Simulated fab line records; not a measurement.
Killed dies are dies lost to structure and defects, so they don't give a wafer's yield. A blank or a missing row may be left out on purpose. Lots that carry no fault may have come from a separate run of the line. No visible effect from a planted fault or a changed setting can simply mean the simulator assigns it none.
Problem report, 8D (eight disciplines) form, completed by code | flow n5_finfet | the parts of the form that need people (team, actions taken, sign-off) are left out

1. WHAT WENT WRONG
M11_ILD_THK at N5_BEOL_M11_THK_MEAS_01 reads a mean of 373 nm on 1 wafer of 1 lot; wafers without a fault read 266 nm with a standard deviation of 3.9. Relative to the usual mean, that is a shift of +27 standard deviations.
Earliest sighting: wafer L990.4 on film_metro-02 at day 13 10:26. Wafers with a number at this step in the record: 29, from 10 lots. By rule, "out" or "out of limits" means more than 4 standard deviations away from the usual mean. The other wafers with a number count as sound.

2. WHAT IT IS AND WHAT IT IS NOT
question                    | is                | is not
which readings at this step | M11_ILD_THK       | -
which lots                  | L990              | L100, L102, L103, L104, L981, L983, L986, L987, L999
which wafers of those lots  | L990.4            | L990.2
read on which gauges        | film_metro-02     | film_metro-01
when                        | from day 13 10:26 | up to then (13 sound wafers); but 15 sound wafers of L100, L102, L103, L104, L999 came after

3. THE SUSPECTS, EACH WITH WHAT RULES IT OUT
Counting: any tool at a process step up to the reading remains a suspect provided it ran every lot that is out. Sound lots after the first of them don't rule it out here, since some wafers of a struck lot are sound.
- ruled out: the gauge at N5_BEOL_M11_THK_MEAS_01. All the wafers that are out were read on film_metro-02, but those of them that N5_BEOL_M11_ILD_DEP_00 has rows for are out there too, on other tools.
- pvd_sputter-02 at N5_BEOL_M10_SPUTTER_48 (material Cu, target thk 12 nm, time 2 s): kept. L990, the lot that is out, went through it at day 13 08:43; up to then, the latest sound lot through it was L986 at day 10 18:17.
- pecvd-02 at N5_BEOL_M11_ILD_DEP_00 (deposits SiCOH lowk from DEMS/porogen, target thk 308.51 nm, time 58 s): kept. L990, the lot that is out, went through it at day 13 09:51; up to then, the latest sound lot through it was L987 at day 11 21:08. Its own run_length_s readings are out on those wafers.
- Within pecvd-02 at N5_BEOL_M11_ILD_DEP_00: the wafers that are out ran in chamber 2; their sound lot-mates ran in chamber 1.
The count leaves pecvd-02 at N5_BEOL_M11_ILD_DEP_00 and pvd_sputter-02 at N5_BEOL_M10_SPUTTER_48.

4. THE CAUSE (what the simulator had put in)
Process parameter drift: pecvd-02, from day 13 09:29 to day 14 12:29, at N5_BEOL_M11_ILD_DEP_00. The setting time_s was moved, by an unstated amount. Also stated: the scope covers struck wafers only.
Of the 2 suspects that counting leaves, this tool is one.

5. THE EFFECT CHAIN, in route order
Each row: a reading where the mean over the struck wafers with a number is more than 3 standard deviations away from the usual. Only readings whose record carries a usual standard deviation are examined. hours: median over the lots of the time between each lot's start at the first step of this table that gives one and its start at this step. sigmas: the change, counted in usual standard deviations.
hours | step                    | reading              | usual   | on struck wafers | change | sigmas
0     | N5_BEOL_M11_ILD_DEP_00  | run_length_s         | 100.9 s | 123.6            | +22.7  | +38
1     | N5_BEOL_M11_THK_MEAS_01 | M11_ILD_THK          | 266 nm  | 373              | +107   | +27
46    | N5_PASSIVATION_PROBE_49 | defect_limited_yield | 91.0 %  | 0.0              | -91.0  | -61
46    | N5_PASSIVATION_PROBE_49 | killed_at_M4_up      | 15      | 1105             | +1090  | +99 or more
46    | N5_PASSIVATION_PROBE_49 | killed_dies          | 106     | 1180             | +1074  | +60
46    | N5_PASSIVATION_PROBE_49 | killed_on_rim        | 14      | 152              | +138   | +34
46    | N5_PASSIVATION_PROBE_49 | sort_bin_5_function  | 5.2 %   | 95.8             | +90.6  | +94
46    | N5_PASSIVATION_PROBE_49 | sort_n_pass          | 1074    | 0                | -1074  | -60
46    | N5_PASSIVATION_PROBE_49 | sort_yield_pct       | 91.0 %  | 0.0              | -91.0  | -61
Process steps it contains:
- N5_BEOL_M11_ILD_DEP_00: deposits SiCOH lowk from DEMS/porogen, target thk 308.51 nm, time 58 s.
- N5_PASSIVATION_PROBE_49

6. HOW IT WOULD HAVE BEEN CAUGHT EARLIER
In this record the first reading out of limits at a measuring or inspecting step was taken at day 13 10:26, 1 hour after the fault began at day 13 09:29.
At N5_BEOL_M11_ILD_DEP_00, the tool's own readings (run_length_s) were out on each struck wafer the step has a row for, so an alarm limit on them would have fired on the first such wafer.
Lots out: 1; all had begun N5_BEOL_M11_ILD_DEP_00 on pecvd-02 by day 13 10:26. Holding the tool at that point would not have protected any of them.
